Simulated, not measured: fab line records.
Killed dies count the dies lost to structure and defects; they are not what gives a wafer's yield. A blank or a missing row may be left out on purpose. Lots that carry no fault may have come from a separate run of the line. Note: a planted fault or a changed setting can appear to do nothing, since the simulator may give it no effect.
Which tool did it? :: flow nand-harc :: Sampling: 15 lots, 45 wafers, 4 of 1302 route steps

## WHAT EACH GAUGE READ, for each wafer
The record holds no reading of a measuring or inspecting step that can be judged against a usual standard deviation.

## TOOL THAT RAN EACH LOT (tool first, then ch and the chambers of the sampled wafers, then the start)
lot: L353
NHARC_P_M1_DEGAS_29: pvd-sputter-02, day 6 10:10
NHARC_P_M2_DESCUM_14: rie-diel-04 ch 0,2,3, day 6 13:16
NHARC_P_M2_ETCH_15: rie-diel-04 ch 2,3, day 6 13:29
NHARC_P_M2_ANNEAL_31: rtp-anneal-01 ch 0, day 6 15:07

lot: L354
NHARC_P_M1_DEGAS_29: pvd-sputter-02, day 6 13:56
NHARC_P_M2_DESCUM_14: rie-diel-01 ch 1,2,3, day 6 16:58
NHARC_P_M2_ETCH_15: rie-diel-01 ch 0,2,3, day 6 17:07
NHARC_P_M2_ANNEAL_31: rtp-anneal-01 ch 0, day 6 18:49

lot: L355
NHARC_P_M1_DEGAS_29: pvd-sputter-02, day 6 23:49
NHARC_P_M2_DESCUM_14: rie-diel-11 ch 1,2, day 7 02:59
NHARC_P_M2_ETCH_15: rie-diel-11 ch 0,1,2, day 7 03:11
NHARC_P_M2_ANNEAL_31: rtp-anneal-02 ch 0, day 7 05:17

lot: L356
NHARC_P_M1_DEGAS_29: pvd-sputter-03, day 7 13:14
NHARC_P_M2_DESCUM_14: rie-diel-11 ch 0,2,3, day 7 16:19
NHARC_P_M2_ETCH_15: rie-diel-11 ch 0,1,2, day 7 16:29
NHARC_P_M2_ANNEAL_31: rtp-anneal-01 ch 0, day 7 18:09

lot: L358
NHARC_P_M1_DEGAS_29: pvd-sputter-01, day 8 04:55
NHARC_P_M2_DESCUM_14: rie-diel-04 ch 1,3, day 8 08:02
NHARC_P_M2_ETCH_15: rie-diel-04 ch 1,2, day 8 08:13
NHARC_P_M2_ANNEAL_31: rtp-anneal-02 ch 0, day 8 09:47

lot: L359
NHARC_P_M1_DEGAS_29: pvd-sputter-03, day 8 17:27
NHARC_P_M2_DESCUM_14: rie-diel-04 ch 0,3, day 8 20:37
NHARC_P_M2_ETCH_15: rie-diel-04 ch 2,3, day 8 20:49
NHARC_P_M2_ANNEAL_31: rtp-anneal-01 ch 0, day 8 22:30

lot: L360
NHARC_P_M1_DEGAS_29: pvd-sputter-02, day 9 09:04
NHARC_P_M2_DESCUM_14: rie-diel-11 ch 0,1,3, day 9 12:07
NHARC_P_M2_ETCH_15: rie-diel-11 ch 0,1,2, day 9 12:17
NHARC_P_M2_ANNEAL_31: rtp-anneal-02 ch 0, day 9 14:10

lot: L362
NHARC_P_M1_DEGAS_29: pvd-sputter-03, day 10 02:06
NHARC_P_M2_DESCUM_14: rie-diel-01 ch 0,1,2, day 10 05:14
NHARC_P_M2_ETCH_15: rie-diel-01 ch 0,1,3, day 10 05:25
NHARC_P_M2_ANNEAL_31: rtp-anneal-01 ch 0, day 10 07:01

lot: L364
NHARC_P_M1_DEGAS_29: pvd-sputter-02, day 10 18:40
NHARC_P_M2_DESCUM_14: rie-diel-01 ch 0,2,3, day 10 21:52
NHARC_P_M2_ETCH_15: rie-diel-01 ch 0,1,2, day 10 22:01
NHARC_P_M2_ANNEAL_31: rtp-anneal-01 ch 0, day 10 23:37

lot: L365
NHARC_P_M1_DEGAS_29: pvd-sputter-01, day 11 05:14
NHARC_P_M2_DESCUM_14: rie-diel-11 ch 2,3, day 11 08:23
NHARC_P_M2_ETCH_15: rie-diel-11 ch 0,2, day 11 08:32
NHARC_P_M2_ANNEAL_31: rtp-anneal-01 ch 0, day 11 10:08

lot: L367
NHARC_P_M1_DEGAS_29: pvd-sputter-02, day 12 10:14
NHARC_P_M2_DESCUM_14: rie-diel-01 ch 1,3, day 12 13:22
NHARC_P_M2_ETCH_15: rie-diel-01 ch 0,1,2, day 12 13:32
NHARC_P_M2_ANNEAL_31: rtp-anneal-02 ch 0, day 12 15:14

lot: L366
NHARC_P_M1_DEGAS_29: pvd-sputter-03, day 12 12:36
NHARC_P_M2_DESCUM_14: rie-diel-04 ch 1,2,3, day 12 15:35
NHARC_P_M2_ETCH_15: rie-diel-04 ch 1,2, day 12 15:46
NHARC_P_M2_ANNEAL_31: rtp-anneal-02 ch 0, day 12 17:22

lot: L374
NHARC_P_M1_DEGAS_29: pvd-sputter-01, day 14 20:53
NHARC_P_M2_DESCUM_14: rie-diel-11 ch 0,2,3, day 15 00:02
NHARC_P_M2_ETCH_15: rie-diel-11 ch 0,1,2, day 15 00:13
NHARC_P_M2_ANNEAL_31: rtp-anneal-01 ch 0, day 15 02:29

lot: L376
NHARC_P_M1_DEGAS_29: pvd-sputter-02, day 15 16:03
NHARC_P_M2_DESCUM_14: rie-diel-01 ch 0,1,3, day 15 19:10
NHARC_P_M2_ETCH_15: rie-diel-01 ch 1,2,3, day 15 19:21
NHARC_P_M2_ANNEAL_31: rtp-anneal-01 ch 0, day 15 20:56

lot: L375
NHARC_P_M1_DEGAS_29: pvd-sputter-01, day 15 16:50
NHARC_P_M2_DESCUM_14: rie-diel-01 ch 0,1,3, day 15 19:58
NHARC_P_M2_ETCH_15: rie-diel-01 ch 1,2, day 15 20:08
NHARC_P_M2_ANNEAL_31: rtp-anneal-02 ch 0, day 15 21:49
- NHARC_P_M1_DEGAS_29: time 60 s.
- NHARC_P_M2_DESCUM_14: chemistry O2, time 3 s.
- NHARC_P_M2_ETCH_15: etches the open film in C4F8/Ar, target depth 182.5 nm, time 91.2 s.
- NHARC_P_M2_ANNEAL_31: time 90 s.

## AS READ BY THE TOOLS THEMSELVES (means over the sampled wafers that have a number; for cases with no such wafer, the mark the record gives instead)
NHARC_P_M1_DEGAS_29.
lot: L353
tool: pvd-sputter-02
heater-power-w (W): 354

lot: L354
tool: pvd-sputter-02
heater-power-w (W): 350

lot: L355
tool: pvd-sputter-02
heater-power-w (W): 356

lot: L356
tool: pvd-sputter-03
heater-power-w (W): 282

lot: L358
tool: pvd-sputter-01
heater-power-w (W): 325

lot: L359
tool: pvd-sputter-03
heater-power-w (W): 324

lot: L360
tool: pvd-sputter-02
heater-power-w (W): 354

lot: L362
tool: pvd-sputter-03
heater-power-w (W): 331

lot: L364
tool: pvd-sputter-02
heater-power-w (W): 358

lot: L365
tool: pvd-sputter-01
heater-power-w (W): 346

lot: L367
tool: pvd-sputter-02
heater-power-w (W): 357

lot: L366
tool: pvd-sputter-03
heater-power-w (W): 378

lot: L374
tool: pvd-sputter-01
heater-power-w (W): 371

lot: L376
tool: pvd-sputter-02
heater-power-w (W): 315

lot: L375
tool: pvd-sputter-01
heater-power-w (W): 349

NHARC_P_M2_DESCUM_14.
lot: L353
tool: rie-diel-04
drypump-motor-current-A (A): 5.4
oes-product-au (a.u.): 1.001
rf-vpp-V (V): 58.1
showerhead-plenum-p-Torr (Torr): 1.95
throttle-valve-pct (%): 11.309

lot: L354
tool: rie-diel-01
drypump-motor-current-A (A): 5.8
oes-product-au (a.u.): 1.003
rf-vpp-V (V): 56.7
showerhead-plenum-p-Torr (Torr): 1.92
throttle-valve-pct (%): 11.316

lot: L355
tool: rie-diel-11
drypump-motor-current-A (A): 6.0
oes-product-au (a.u.): 0.990
rf-vpp-V (V): 58.2
showerhead-plenum-p-Torr (Torr): 1.90
throttle-valve-pct (%): 11.310

lot: L356
tool: rie-diel-11
drypump-motor-current-A (A): 5.7
oes-product-au (a.u.): 0.995
rf-vpp-V (V): 57.7
showerhead-plenum-p-Torr (Torr): 1.93
throttle-valve-pct (%): 11.316

lot: L358
tool: rie-diel-04
drypump-motor-current-A (A): 5.7
oes-product-au (a.u.): 1.011
rf-vpp-V (V): 57.6
showerhead-plenum-p-Torr (Torr): 1.99
throttle-valve-pct (%): 11.306

lot: L359
tool: rie-diel-04
drypump-motor-current-A (A): 5.3
oes-product-au (a.u.): 0.994
rf-vpp-V (V): 57.7
showerhead-plenum-p-Torr (Torr): 1.99
throttle-valve-pct (%): 11.309

lot: L360
tool: rie-diel-11
drypump-motor-current-A (A): 5.8
oes-product-au (a.u.): 0.987
rf-vpp-V (V): 56.9
showerhead-plenum-p-Torr (Torr): 1.93
throttle-valve-pct (%): 11.312

lot: L362
tool: rie-diel-01
drypump-motor-current-A (A): 5.6
oes-product-au (a.u.): 1.005
rf-vpp-V (V): 58.1
showerhead-plenum-p-Torr (Torr): 1.95
throttle-valve-pct (%): 11.311

lot: L364
tool: rie-diel-01
drypump-motor-current-A (A): 5.6
oes-product-au (a.u.): 1.016
rf-vpp-V (V): 57.4
showerhead-plenum-p-Torr (Torr): 1.87
throttle-valve-pct (%): 11.313

lot: L365
tool: rie-diel-11
drypump-motor-current-A (A): 5.6
oes-product-au (a.u.): 0.991
rf-vpp-V (V): 57.8
showerhead-plenum-p-Torr (Torr): 1.95
throttle-valve-pct (%): 11.319

lot: L367
tool: rie-diel-01
drypump-motor-current-A (A): 5.8
oes-product-au (a.u.): 0.988
rf-vpp-V (V): 58.0
showerhead-plenum-p-Torr (Torr): 1.96
throttle-valve-pct (%): 11.318

lot: L366
tool: rie-diel-04
drypump-motor-current-A (A): 5.6
oes-product-au (a.u.): 0.998
rf-vpp-V (V): 57.9
showerhead-plenum-p-Torr (Torr): 1.94
throttle-valve-pct (%): 11.318

lot: L374
tool: rie-diel-11
drypump-motor-current-A (A): 5.7
oes-product-au (a.u.): 0.994
rf-vpp-V (V): 57.9
showerhead-plenum-p-Torr (Torr): 1.93
throttle-valve-pct (%): 11.313

lot: L376
tool: rie-diel-01
drypump-motor-current-A (A): 5.6
oes-product-au (a.u.): 1.006
rf-vpp-V (V): 57.4
showerhead-plenum-p-Torr (Torr): 1.90
throttle-valve-pct (%): 11.312

lot: L375
tool: rie-diel-01
drypump-motor-current-A (A): 5.6
oes-product-au (a.u.): 1.011
rf-vpp-V (V): 58.6
showerhead-plenum-p-Torr (Torr): 1.90
throttle-valve-pct (%): 11.306

NHARC_P_M2_ETCH_15.
lot: L353
tool: rie-diel-04
bias-w (W): 299.5
chamber-pressure-mTorr (mTorr): 25.006
oes-product-au (a.u.): 0.914
rf-vpp-V (V): 441.7

lot: L354
tool: rie-diel-01
bias-w (W): 300.3
chamber-pressure-mTorr (mTorr): 24.995
oes-product-au (a.u.): 0.937
rf-vpp-V (V): 439.8

lot: L355
tool: rie-diel-11
bias-w (W): 300.4
chamber-pressure-mTorr (mTorr): 25.005
oes-product-au (a.u.): 0.914
rf-vpp-V (V): 440.1

lot: L356
tool: rie-diel-11
bias-w (W): 299.1
chamber-pressure-mTorr (mTorr): 24.990
oes-product-au (a.u.): 0.921
rf-vpp-V (V): 440.3

lot: L358
tool: rie-diel-04
bias-w (W): 300.0
chamber-pressure-mTorr (mTorr): 24.997
oes-product-au (a.u.): 0.934
rf-vpp-V (V): 442.7

lot: L359
tool: rie-diel-04
bias-w (W): 299.3
chamber-pressure-mTorr (mTorr): 25.018
oes-product-au (a.u.): 0.970
rf-vpp-V (V): 441.6

lot: L360
tool: rie-diel-11
bias-w (W): 299.3
chamber-pressure-mTorr (mTorr): 25.005
oes-product-au (a.u.): 0.921
rf-vpp-V (V): 439.9

lot: L362
tool: rie-diel-01
bias-w (W): 300.6
chamber-pressure-mTorr (mTorr): 25.006
oes-product-au (a.u.): 0.975
rf-vpp-V (V): 439.9

lot: L364
tool: rie-diel-01
bias-w (W): 300.4
chamber-pressure-mTorr (mTorr): 25.063
oes-product-au (a.u.): 0.929
rf-vpp-V (V): 442.2

lot: L365
tool: rie-diel-11
bias-w (W): -
chamber-pressure-mTorr (mTorr): -
oes-product-au (a.u.): -
rf-vpp-V (V): -

lot: L367
tool: rie-diel-01
bias-w (W): -
chamber-pressure-mTorr (mTorr): -
oes-product-au (a.u.): -
rf-vpp-V (V): -

lot: L366
tool: rie-diel-04
bias-w (W): -
chamber-pressure-mTorr (mTorr): -
oes-product-au (a.u.): -
rf-vpp-V (V): -

lot: L374
tool: rie-diel-11
bias-w (W): 300.6
chamber-pressure-mTorr (mTorr): 24.995
oes-product-au (a.u.): 0.913
rf-vpp-V (V): 440.0

lot: L376
tool: rie-diel-01
bias-w (W): 300.4
chamber-pressure-mTorr (mTorr): 24.987
oes-product-au (a.u.): 0.929
rf-vpp-V (V): 441.6

lot: L375
tool: rie-diel-01
bias-w (W): 300.2
chamber-pressure-mTorr (mTorr): 25.011
oes-product-au (a.u.): 0.969
rf-vpp-V (V): 442.7

NHARC_P_M2_ANNEAL_31.
lot: L353
tool: rtp-anneal-01
anneal-temp-c (C): 224.85
wafer_temp_C_max: 225.69

lot: L354
tool: rtp-anneal-01
anneal-temp-c (C): 224.97
wafer_temp_C_max: 225.74

lot: L355
tool: rtp-anneal-02
anneal-temp-c (C): 225.08
wafer_temp_C_max: 225.69

lot: L356
tool: rtp-anneal-01
anneal-temp-c (C): 225.06
wafer_temp_C_max: 225.68

lot: L358
tool: rtp-anneal-02
anneal-temp-c (C): 225.15
wafer_temp_C_max: 225.72

lot: L359
tool: rtp-anneal-01
anneal-temp-c (C): 225.14
wafer_temp_C_max: 226.02

lot: L360
tool: rtp-anneal-02
anneal-temp-c (C): 225.13
wafer_temp_C_max: 225.75

lot: L362
tool: rtp-anneal-01
anneal-temp-c (C): 225.02
wafer_temp_C_max: 225.69

lot: L364
tool: rtp-anneal-01
anneal-temp-c (C): 225.12
wafer_temp_C_max: 225.72

lot: L365
tool: rtp-anneal-01
anneal-temp-c (C): 225.13
wafer_temp_C_max: 225.68

lot: L367
tool: rtp-anneal-02
anneal-temp-c (C): 224.79
wafer_temp_C_max: 225.48

lot: L366
tool: rtp-anneal-02
anneal-temp-c (C): 225.12
wafer_temp_C_max: 225.54

lot: L374
tool: rtp-anneal-01
anneal-temp-c (C): 224.90
wafer_temp_C_max: 225.63

lot: L376
tool: rtp-anneal-01
anneal-temp-c (C): 225.18
wafer_temp_C_max: 225.38

lot: L375
tool: rtp-anneal-02
anneal-temp-c (C): 225.16
wafer_temp_C_max: 225.49

## THE ANSWER, worked out from the rows above alone
Rule: usual is defined by the lots themselves. Put in order of their means at a reading, lots are off if they are a third of the lots or fewer, leave a main group of 4 or more, and stand apart from it by a gap of 3 or more times the standard deviation of the main group's means; of several such gaps the widest counts. If all means in a main group match to the digits the tables above print for the reading, that group is not used. Also off: a lot with no number at a reading for which 4 or more lots have one. All remaining lots with rows at the step are treated as sound. Order of review: gauges by route order, followed by the tools' own readings, for which a lot's mean as printed above is used. At the first step where some lot is off, the reading lying furthest off is the one used; lots without a number count as furthest.
Off: L365, L367, L366, at NHARC_P_M2_ETCH_15 (bias-w). Without a number there: L365, L367, L366. Mean 300.0 W and standard deviation 0.53 in the main group.
If a tool, at that step or one of the process steps before it, ran each lot that is off and ran no sound lot following the first of them, it fits. Of those tried, none fits.

## WHAT HAD BEEN PUT IN BY THE SIMULATOR
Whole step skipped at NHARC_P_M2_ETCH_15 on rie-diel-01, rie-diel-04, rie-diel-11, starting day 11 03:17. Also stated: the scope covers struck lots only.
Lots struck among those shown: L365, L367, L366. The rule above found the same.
